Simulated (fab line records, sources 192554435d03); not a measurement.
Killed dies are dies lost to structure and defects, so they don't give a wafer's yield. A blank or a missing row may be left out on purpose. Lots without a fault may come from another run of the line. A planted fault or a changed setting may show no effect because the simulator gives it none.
Which tool did it? | flow n5_finfet | 24 lots, 72 wafers sampled, at 2 steps of a route of 1938

WHAT THE GAUGES READ, wafer by wafer
N5_BEOL_M7_OCD_MEAS_38. Usual: trench_depth_nm 93.3 nm, standard deviation 1.8.
lot  | measured     | on     | trench_depth_nm (nm) | flag
L074 | day 9 02:12  | ocd-02 | 92.1 93.1 96.2       |
L075 | day 9 06:30  | ocd-02 | 91.6 96.2 94.7       |
L077 | day 9 12:14  | ocd-02 | 96.8 93.2 92.9       |
L076 | day 9 12:29  | ocd-02 | 93.2 97.0 92.9       |
L078 | day 9 23:05  | ocd-02 | 89.7 91.6 92.8       |
L079 | day 10 04:56 | ocd-02 | 95.4 93.6 91.3       |
L080 | day 10 11:41 | ocd-01 | 96.2 90.4 91.4       |
L082 | day 10 18:56 | ocd-02 | 93.6 90.6 93.0       |
L081 | day 10 19:10 | ocd-02 | 93.9 94.4 95.2       |
L083 | day 11 02:22 | ocd-01 | 90.4 94.7 91.3       |
L085 | day 11 02:45 | ocd-02 | 91.6 92.6 93.5       |
L084 | day 11 04:32 | ocd-01 | 95.2 96.2 95.1       |
L086 | day 12 10:17 | ocd-02 | 94.7 95.4 92.3       |
L089 | day 12 15:22 | ocd-02 | 91.8 89.8 93.3       |
L087 | day 12 15:25 | ocd-01 | 93.6 92.5 94.4       |
L088 | day 13 03:05 | ocd-01 | 91.7 93.9 94.4       |
L091 | day 13 07:00 | ocd-01 | 89.0 92.3 93.9       |
L090 | day 14 00:16 | ocd-01 | 92.5 96.2 96.2       |
L092 | day 14 12:16 | ocd-01 | 93.5 91.8 92.4       |
L093 | day 15 05:14 | ocd-01 | 90.2 90.3 93.4       |
L096 | day 15 06:03 | ocd-02 | 94.3 95.6 93.0       |
L094 | day 15 08:40 | ocd-01 | 91.5 92.7 95.1       |
L097 | day 16 03:18 | ocd-02 | 94.6 91.7 90.2       |
L095 | day 16 19:32 | ocd-02 | 92.1 91.9 92.1       |

WHICH TOOL RAN EACH LOT (tool, then ch and the chambers of the sampled wafers, then the start)
lot  | N5_BEOL_M7_TRENCH_ETCH_37
L074 | rie_diel-04 ch 0,1,3, day 9 02:12 or earlier
L075 | rie_diel-04 ch 0,1,3, day 9 06:30 or earlier
L077 | rie_diel-06 ch 0,2,3, day 9 12:14 or earlier
L076 | rie_diel-04 ch 0,1, day 9 12:29 or earlier
L078 | rie_diel-02 ch 0,1,2, day 9 23:05 or earlier
L079 | rie_diel-02 ch 1,2,3, day 10 04:56 or earlier
L080 | rie_diel-02 ch 0,2,3, day 10 11:41 or earlier
L082 | rie_diel-02 ch 1,3, day 10 18:56 or earlier
L081 | rie_diel-04 ch 2,3, day 10 19:10 or earlier
L083 | rie_diel-02 ch 0,2,3, day 11 02:22 or earlier
L085 | rie_diel-06 ch 0,1,2, day 11 02:45 or earlier
L084 | rie_diel-04 ch 0,3, day 11 04:32 or earlier
L086 | rie_diel-04 ch 0,1,2, day 12 10:17 or earlier
L089 | rie_diel-02 ch 0,1,3, day 12 15:22 or earlier
L087 | rie_diel-04 ch 0,1,2, day 12 15:25 or earlier
L088 | rie_diel-06 ch 0,1,2, day 13 03:05 or earlier
L091 | rie_diel-02 ch 0,1,2, day 13 07:00 or earlier
L090 | rie_diel-06 ch 2,3, day 14 00:16 or earlier
L092 | rie_diel-04 ch 2,3, day 14 12:16 or earlier
L093 | rie_diel-02 ch 0,2,3, day 15 05:14 or earlier
L096 | rie_diel-04 ch 2,3, day 15 06:03 or earlier
L094 | rie_diel-04 ch 0,1, day 15 08:40 or earlier
L097 | rie_diel-02 ch 0,2,3, day 16 03:18 or earlier
L095 | rie_diel-04 ch 1,3, day 16 19:32 or earlier
- N5_BEOL_M7_TRENCH_ETCH_37: etches SiCOH lowk in C4F6/O2, target depth 93.478 nm, time 31.2 s.

WHAT THE TOOLS THEMSELVES READ (means of the sampled wafers that have a number; where no wafer has one, the mark that the record gives instead)
N5_BEOL_M7_TRENCH_ETCH_37. Usual: C4F6_flow_sccm 10.00 sccm, standard deviation 0.032; drypump_motor_current_A 5.5 A, standard deviation 0.52; oes_product_au 0.79 a.u., standard deviation 0.074; rf_vpp_V 666 V, standard deviation 12; showerhead_plenum_p_Torr 2.87 Torr, standard deviation 0.069; throttle_valve_pct 20.96 %, standard deviation 0.14.
lot  | tool        | C4F6_flow_sccm (sccm) | drypump_motor_current_A (A) | oes_product_au (a.u.) | rf_vpp_V (V) | showerhead_plenum_p_Torr (Torr) | throttle_valve_pct (%) | flag
L074 | rie_diel-04 | 10.00                 | 5.5                         | 0.79                  | 659          | 2.91                            | 20.92                  |
L075 | rie_diel-04 | 10.02                 | 5.5                         | 0.80                  | 659          | 2.91                            | 20.91                  |
L077 | rie_diel-06 | 10.00                 | 5.6                         | 0.79                  | 662          | 2.82                            | 20.90                  |
L076 | rie_diel-04 | 10.00                 | 5.8                         | 0.77                  | 664          | 2.93                            | 20.88                  |
L078 | rie_diel-02 | 9.99                  | 5.8                         | 0.79                  | 663          | 2.85                            | 20.94                  |
L079 | rie_diel-02 | 10.01                 | 5.7                         | 0.82                  | 667          | 2.91                            | 20.87                  |
L080 | rie_diel-02 | 10.01                 | 5.5                         | 0.79                  | 668          | 2.90                            | 20.97                  |
L082 | rie_diel-02 | 10.00                 | 5.4                         | 0.76                  | 663          | 2.87                            | 20.80                  |
L081 | rie_diel-04 | 9.97                  | 5.2                         | 0.83                  | 666          | 2.86                            | 21.00                  |
L083 | rie_diel-02 | 10.01                 | 5.6                         | 0.78                  | 668          | 2.90                            | 20.98                  |
L085 | rie_diel-06 | 10.01                 | 5.4                         | 0.71                  | 663          | 2.86                            | 21.04                  |
L084 | rie_diel-04 | 9.98                  | 5.2                         | 0.81                  | 653          | 2.89                            | 20.96                  |
L086 | rie_diel-04 | 9.98                  | 5.4                         | 0.77                  | 671          | 2.86                            | 20.99                  |
L089 | rie_diel-02 | 9.98                  | 5.3                         | 0.72                  | 662          | 2.86                            | 20.92                  |
L087 | rie_diel-04 | 10.03                 | 5.4                         | 0.77                  | 672          | 2.86                            | 20.98                  |
L088 | rie_diel-06 | 9.97                  | 5.4                         | 0.79                  | 662          | 2.86                            | 20.94                  |
L091 | rie_diel-02 | 10.01                 | 5.8                         | 0.77                  | 662          | 2.84                            | 20.98                  |
L090 | rie_diel-06 | 9.99                  | 6.1                         | 0.82                  | 664          | 2.80                            | 20.97                  |
L092 | rie_diel-04 | 10.02                 | 5.2                         | 0.78                  | 665          | 2.85                            | 21.04                  |
L093 | rie_diel-02 | 10.02                 | 5.6                         | 0.75                  | 667          | 2.89                            | 21.03                  |
L096 | rie_diel-04 | 10.01                 | 5.2                         | 0.79                  | 665          | 2.85                            | 21.06                  |
L094 | rie_diel-04 | 9.97                  | 5.8                         | 0.73                  | 663          | 2.91                            | 20.94                  |
L097 | rie_diel-02 | 10.01                 | 5.5                         | 0.85                  | 667          | 2.88                            | 20.90                  |
L095 | rie_diel-04 | 10.01                 | 5.8                         | 0.73                  | 660          | 2.91                            | 20.97                  |

THE ANSWER, worked out from the rows above alone
Rule: a lot is off if the mean of its wafers that have a number lies more than 3 standard deviations from the usual mean. A lot without any number at a reading at which 4 lots or more have one is off too. The other lots that the step has rows for count as sound. The gauges are gone through in route order, then the tools' own readings, and for those a lot's mean is taken as printed above. The first step at which some lot is off is used, and at that step the reading that is off furthest; a lot without a number counts as furthest.
No lot is off at any reading shown: from this, nothing can be told.

WHAT THE SIMULATOR HAD PUT IN
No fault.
